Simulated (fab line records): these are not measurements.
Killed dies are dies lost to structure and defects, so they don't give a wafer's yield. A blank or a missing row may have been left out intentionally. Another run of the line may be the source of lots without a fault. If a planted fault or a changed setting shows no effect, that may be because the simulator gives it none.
Matching of chambers | flow nand_harc | rie_diel-03 running NHARC_A_SLIT_ETCH_29: 4 sister chambers
The step etches the open film in CF4/O2, target depth 100 nm, overetch 10 nm, time 55 s. 18 wafers are shown with their chamber, then 9 later ones without.

## EACH WAFER AND ITS CHAMBER
wafer  | chamber | drypump_motor_current_A (A) | oes_product_au (a.u.) | rf_vpp_V (V)
L075.1 | 3       | 5.9                         | 1.002                 | 199.1
L075.3 | 1       | 5.7                         | 0.982                 | 197.8
L075.4 | 2       | 5.7                         | 1.002                 | 198.8
L076.1 | 3       | 5.9                         | 0.995                 | 198.5
L076.4 | 0       | 5.8                         | 1.011                 | 197.4
L076.6 | 2       | 5.7                         | 1.009                 | 199.8
L081.3 | 3       | 5.9                         | 1.007                 | 199.3
L081.4 | 1       | 5.7                         | 0.993                 | 197.9
L081.5 | 2       | 5.7                         | 1.010                 | 197.3
L083.1 | 1       | 5.7                         | 0.991                 | 199.1
L083.2 | 0       | 5.8                         | 1.013                 | 196.8
L083.3 | 2       | 5.7                         | 1.004                 | 198.0
L084.2 | 3       | 5.9                         | 0.989                 | 197.9
L084.3 | 0       | 5.9                         | 1.027                 | 196.7
L084.6 | 0       | 5.9                         | 1.003                 | 197.5
L088.1 | 1       | 5.7                         | 0.983                 | 198.8
L088.2 | 0       | 5.9                         | 1.008                 | 197.3
L088.3 | 3       | 5.9                         | 0.991                 | 198.0

SIGNATURES (means of the wafers above)
reading                 | chamber 0 | chamber 1 | chamber 2 | chamber 3 | scatter within a chamber
drypump_motor_current_A | 5.860     | 5.700     | 5.700     | 5.900     | 0.0293
oes_product_au          | 1.01240   | 0.98725   | 1.00625   | 0.99680   | 0.00702
rf_vpp_V                | 197.140   | 198.400   | 198.475   | 198.560   | 0.7
Rule: for a wafer and a chamber, the distance is found by dividing, reading by reading, the gap between the wafer's reading and the chamber's mean by the reading's scatter, squaring, summing and taking the root. The wafer belongs to the nearest chamber; if the next one is less than 2 further off, it can't be placed. The scatter: take each reading less its chamber's mean, square it, sum over the shown wafers, divide by the number of wafers less the number of chambers, and take the root.

## WAFERS MISSING THEIR CHAMBER
wafer  | drypump_motor_current_A (A) | oes_product_au (a.u.) | rf_vpp_V (V)
L088.4 | 5.8                         | 1.013                 | 199.2
L088.5 | 5.7                         | 1.002                 | 198.2
L088.6 | 5.7                         | 0.985                 | 200.0
L091.1 | 5.7                         | 0.993                 | 198.0
L091.4 | 5.7                         | 1.012                 | 197.7
L091.6 | 5.9                         | 1.014                 | 197.1
L095.2 | 5.7                         | 0.992                 | 197.8
L095.4 | 5.7                         | 1.004                 | 199.2
L095.5 | 5.9                         | 1.017                 | 196.4

## WHICH CHAMBER EACH WENT THROUGH
wafer  | from the rows above               | in truth
L088.4 | can't be placed: 0 or 2 or 3 or 1 | 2
L088.5 | can't be placed: 2 or 1           | 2
L088.6 | can't be placed: 1 or 2           | 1
L091.1 | can't be placed: 1 or 2           | 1
L091.4 | 2                                 | 2
L091.6 | can't be placed: 0 or 3           | 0
L095.2 | can't be placed: 1 or 2           | 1
L095.4 | can't be placed: 2 or 1           | 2
L095.5 | 0                                 | 0
Placed correctly: 2 of 9. Can't be placed from these rows: 7 (the true chamber is among the candidates in 7). Wrongly placed: 0.
